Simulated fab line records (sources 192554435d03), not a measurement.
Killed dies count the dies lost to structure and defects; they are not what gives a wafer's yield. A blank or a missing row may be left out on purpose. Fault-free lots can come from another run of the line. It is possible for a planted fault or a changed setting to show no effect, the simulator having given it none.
Matching of chambers -- flow n5Finfet -- N5_SDB_CUT_ETCH_26 on rieSi-03 has 4 sister chambers
The step etches Si in HBr/Cl2/O2, target depth 129.6 nm, bt time 20 s, time 51.8 s. 8 wafers are shown with their chamber, then 12 later ones without.

WAFERS WITH THEIR CHAMBER
wafer,chamber,throttleValvePct (%),oesProductAu (a.u.)
L080.3,0,37.88,0.994
L081.4,2,37.31,1.009
L087.1,1,36.86,1.026
L087.2,2,37.32,1.011
L087.5,3,37.73,0.994
L089.1,1,36.85,1.018
L089.4,3,37.73,0.989
L089.6,0,37.88,0.975

WAFERS MISSING THEIR CHAMBER
wafer,throttleValvePct (%),oesProductAu (a.u.)
L092.1,37.32,1.009
L092.2,37.89,0.975
L092.3,36.86,1.018
L092.4,37.72,0.994
L092.5,36.85,1.030
L092.6,37.89,0.969
L094.4,37.74,0.996
L094.5,37.32,1.010
L094.6,37.72,0.991
L095.1,37.74,0.992
L095.3,36.82,1.024
L095.6,37.90,0.983

WHICH CHAMBER EACH WENT THROUGH
wafer,from the rows above,in truth
L092.1,2,2
L092.2,0,0
L092.3,1,1
L092.4,3,3
L092.5,1,1
L092.6,0,0
L094.4,3,3
L094.5,2,2
L094.6,3,3
L095.1,3,3
L095.3,1,1
L095.6,0,0
Placed correctly: 12 of 12. Can't be placed from these rows: 0. Wrongly placed: 0.
How it was worked out, from the rows above alone: a wafer's distance from a chamber is the root of the sum, over the readings, of the square of ((its reading less the chamber's mean) divided by the reading's scatter). If the next closest chamber is less than 2 further off than the closest, the wafer can't be placed; otherwise it belongs to the closest. A chamber's mean is the mean of its shown wafers. How the scatter is found: for the shown wafers, subtract from each reading the mean of its chamber, square and add these, divide the total by (wafers less chambers), then take the root.
